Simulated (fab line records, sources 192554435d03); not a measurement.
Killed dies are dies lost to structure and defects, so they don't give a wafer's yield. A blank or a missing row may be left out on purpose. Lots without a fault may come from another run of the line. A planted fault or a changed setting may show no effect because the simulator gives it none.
Chamber matching | flow n5_finfet | N5_BEOL_M6_ETCH_66 on rie_diel-05: 4 sister chambers
The step etches SOC in N2/H2, target depth 80 nm, overetch 16 nm, time 120 s. 8 wafers are shown with their chamber, then 8 later ones without.

WAFERS WITH THEIR CHAMBER
wafer  | chamber | showerhead_plenum_p_Torr (Torr) | drypump_motor_current_A (A)
L084.3 | 1       | 2.50                            | 5.4
L084.4 | 2       | 2.61                            | 5.8
L084.5 | 3       | 2.49                            | 5.7
L084.6 | 0       | 2.70                            | 5.6
L087.1 | 0       | 2.69                            | 5.5
L087.2 | 2       | 2.61                            | 5.8
L087.3 | 3       | 2.49                            | 5.7
L087.4 | 1       | 2.50                            | 5.4

WAFERS WITHOUT THEIR CHAMBER
wafer  | showerhead_plenum_p_Torr (Torr) | drypump_motor_current_A (A)
L087.5 | 2.50                            | 5.4
L087.6 | 2.61                            | 5.8
L090.3 | 2.50                            | 5.4
L090.4 | 2.48                            | 5.7
L090.6 | 2.69                            | 5.6
L096.3 | 2.60                            | 5.8
L096.5 | 2.68                            | 5.6
L096.6 | 2.60                            | 5.8

WHICH CHAMBER EACH WENT THROUGH
wafer  | from the rows above | in truth
L087.5 | 1                   | 1
L087.6 | 2                   | 2
L090.3 | 1                   | 1
L090.4 | 3                   | 3
L090.6 | 0                   | 0
L096.3 | 2                   | 2
L096.5 | 0                   | 0
L096.6 | 2                   | 2
Placed correctly: 8 of 8. Can't be placed from these rows: 0. Placed wrongly: 0.
How it was worked out, from the rows above alone: a wafer's distance from a chamber is the root of the sum, over the readings, of the square of ((its reading less the chamber's mean) divided by the reading's scatter). The wafer belongs to the nearest chamber; if the next one is less than 2 further off, it can't be placed. A chamber's mean is the mean of its shown wafers. The scatter: the root of (the sum of the squares of (reading less its chamber's mean) over the shown wafers, divided by (wafers less chambers)).
